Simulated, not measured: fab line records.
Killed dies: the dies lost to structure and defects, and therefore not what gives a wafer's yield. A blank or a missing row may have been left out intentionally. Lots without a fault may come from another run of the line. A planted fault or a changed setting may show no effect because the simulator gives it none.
Split-lot experiment -- flow n5Finfet -- 21 wafers read from 7 lots, route of 1938 steps

== THE SPLIT ==
At N5_BEOL_M5_COAT_05 (resist thk 30 nm), the setting spinRpm was moved away from the recipe's 1500 rpm on 6 of the 21 wafers read, by -4.5% to +6.1%. This setting was run at the recipe's value on the other wafers.

== FROM THE SPLIT TO THE READING: what the file shows between them, 4 steps ==
- N5_BEOL_M5_EBR_07
- N5_BEOL_M5_SOFTBAKE_06: time 60 s
- N5_BEOL_M5_EXPOSE_08: exposes mask M5, target cd 28 nm
- N5_BEOL_M5_PEB_09: peb time 60 s

== THE READING ==
CAR-EUV_of_BEOL_M5_COAT_05.thkNm (the simulator's own value, which no gauge read), in nm, at N5_BEOL_M5_DEVELOP_10 (develop time 30 s). There is no usual value for it anywhere in the file. Across the 15 wafers here that went through the recipe, the average is 29.5 nm and the standard deviation 0.1 nm.

wafer,"tool, chamber at the split","spinRpm as run, rpm",against the recipe,"CAR-EUV_of_BEOL_M5_COAT_05.thkNm, nm",against lot-mates on the recipe
L083.1,"lithoTrack-02, 0",1500,recipe,29.6,-
L083.6,"lithoTrack-02, 0",1500,recipe,29.6,-
L083.2,"lithoTrack-02, 0",1500,recipe,29.4,-
L084.1,"lithoTrack-03, 0",1500,recipe,29.4,-
L084.6,"lithoTrack-03, 0",1500,recipe,29.4,-
L084.5,"lithoTrack-03, 0",1500,recipe,29.6,-
L085.1,"lithoTrack-04, 0",1500,recipe,29.4,-
L085.2,"lithoTrack-04, 0",1573,+4.9%,28.8,-0.6
L085.4,"lithoTrack-04, 0",1573,+4.9%,28.8,-0.6
L089.3,"lithoTrack-03, 0",1500,recipe,29.6,-
L089.4,"lithoTrack-03, 0",1500,recipe,29.6,-
L089.6,"lithoTrack-03, 0",1500,recipe,29.4,-
L090.2,"lithoTrack-04, 0",1452,-3.2%,30.2,+0.6
L090.4,"lithoTrack-04, 0",1500,recipe,29.6,-
L090.5,"lithoTrack-04, 0",1452,-3.2%,30,+0.4
L092.1,"lithoTrack-02, 0",1500,recipe,29.6,-
L092.5,"lithoTrack-02, 0",1500,recipe,29.6,-
L092.3,"lithoTrack-02, 0",1591,+6.1%,28.8,-0.8
L095.2,"lithoTrack-04, 0",1500,recipe,29.4,-
L095.6,"lithoTrack-04, 0",1500,recipe,29.4,-
L095.5,"lithoTrack-04, 0",1432,-4.5%,30.2,+0.8

THE FIT
A straight line over all 21 wafers: CAR-EUV_of_BEOL_M5_COAT_05.thkNm changes by -0.145 nm for each +1% of spinRpm; r = -0.96; the points scatter about the line by 0.11 nm.
The same after taking each lot's own level away (the mean of its wafers on the recipe; 21 wafers): -0.141 nm for each +1%; r = -0.97; scatter 0.085 nm.
On that fit, the largest move of spinRpm shifts the reading by 0.85 nm.
From 29.40 to 29.60 nm: that is the span of the lots' own levels, equal to 2.0 times the standard deviation above.
Hence the lot-to-lot level has little effect on the slope; both slopes agree.
Check: -0.846 nm against its lot-mates is what the line predicts for one of the wafers moved furthest among these (+6.1%) when that wafer is left out of the fit. It came out at -0.8 nm against them.

== OTHER SPLITS APPLIED TO THESE WAFERS ==
Other splits were also applied to these wafers ahead of the reading. Each is held against what the fit with the lots' levels taken away leaves over:
other split on the same wafers,wafers away from the commonest value,r with CAR-EUV_of_BEOL_M5_COAT_05.thkNm (lot level and that fit taken away)
N5_BEOL_M2_EXPOSE_08 doseMj,7,+0.06
N5_BEOL_M3_ETCH_70 biasW,6,+0.20
N5_BEOL_M3_VIA_ETCH_34 biasW,7,+0.10
N5_BEOL_M4_ETCH_70 sourceW,9,-0.08
N5_BEOL_M4_TRENCH_ETCH_37 biasW,6,-0.09
N5_BEOL_M5_COAT_71 spinRpm,9,+0.10

== THE WHOLE CHAIN: every reading that the file lists as answering this split, in the file's order ==
step,what it does,reading,change (the file's fit),r (the file's)
N5_BEOL_M5_COAT_05,resist thk 30 nm,"CAR-EUV_of_BEOL_M5_COAT_05.thkNm (the simulator's own value, which no gauge read)",-0.152 nm for each +1% of the setting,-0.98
N5_BEOL_M5_DEVELOP_10,develop time 30 s,"CAR-EUV_of_BEOL_M5_COAT_05.thkNm (the simulator's own value, which no gauge read)",-0.142 nm for each +1% of the setting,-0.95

== FILE'S OWN FIT ==
CAR-EUV_of_BEOL_M5_COAT_05.thkNm changes by -0.142 nm for each +1% of spinRpm, r = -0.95.
